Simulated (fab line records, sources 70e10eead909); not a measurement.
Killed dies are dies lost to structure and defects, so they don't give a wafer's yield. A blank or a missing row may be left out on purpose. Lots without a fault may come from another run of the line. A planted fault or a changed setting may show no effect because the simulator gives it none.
Chamber matching | flow nand_harc | NHARC_P_M2_CMP_23 on cmp-02: 4 sister chambers
The step polishes, t overpolish 20 s, target thk 144.3 nm. 18 wafers are shown with their chamber, then 9 later ones without.

WAFERS WITH THEIR CHAMBER
wafer  | chamber | time_to_endpoint_s (s) | motor_current_A (A)
L074.2 | 2       | 32                     | 12.3
L074.4 | 0       | 32                     | 12.2
L074.6 | 0       | 31                     | 12.4
L077.3 | 2       | 31                     | 13.2
L077.5 | 0       | 30                     | 13.4
L077.6 | 3       | 30                     | 12.3
L080.1 | 2       | 35                     | 12.1
L080.2 | 0       | 34                     | 12.9
L080.3 | 3       | 33                     | 12.9
L081.1 | 0       | 33                     | 12.1
L081.4 | 2       | 32                     | 12.8
L081.5 | 0       | 31                     | 12.4
L083.2 | 2       | 34                     | 12.4
L083.3 | 1       | 26                     | 12.4
L083.5 | 1       | 26                     | 12.7
L084.1 | 2       | 31                     | 11.8
L084.2 | 1       | 29                     | 12.7
L084.6 | 3       | 30                     | 12.9

SIGNATURES (means of the wafers above)
reading            | chamber 0 | chamber 1 | chamber 2 | chamber 3 | scatter within a chamber
time_to_endpoint_s | 31.83     | 27.00     | 32.50     | 31.00     | 1.61
motor_current_A    | 12.567    | 12.600    | 12.433    | 12.700    | 0.445
Rule: a wafer's distance from a chamber is the root of the sum, over the readings, of the square of ((its reading less the chamber's mean) divided by the reading's scatter). The wafer belongs to the nearest chamber; if the next one is less than 2 further off, it can't be placed. The scatter: the root of (the sum of the squares of (reading less its chamber's mean) over the shown wafers, divided by (wafers less chambers)).

WAFERS WITHOUT THEIR CHAMBER
wafer  | time_to_endpoint_s (s) | motor_current_A (A)
L088.1 | 31                     | 13.0
L088.3 | 32                     | 12.2
L088.5 | 31                     | 12.3
L093.2 | 19                     | 12.7
L093.4 | 25                     | 11.8
L093.5 | 25                     | 13.1
L095.1 | 27                     | 12.6
L095.3 | 24                     | 11.9
L095.5 | 27                     | 12.3

WHICH CHAMBER EACH WENT THROUGH
wafer  | from the rows above               | in truth
L088.1 | can't be placed: 3 or 0 or 2 or 1 | 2
L088.3 | can't be placed: 2 or 0 or 3      | 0
L088.5 | can't be placed: 0 or 3 or 2 or 1 | 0
L093.2 | 1                                 | 1
L093.4 | 1                                 | 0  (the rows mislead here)
L093.5 | 1                                 | 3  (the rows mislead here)
L095.1 | 1                                 | 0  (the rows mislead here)
L095.3 | 1                                 | 1
L095.5 | can't be placed: 1 or 3           | 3
Placed correctly: 2 of 9. Can't be placed from these rows: 4 (the true chamber is among the candidates in 4). Placed wrongly: 3.
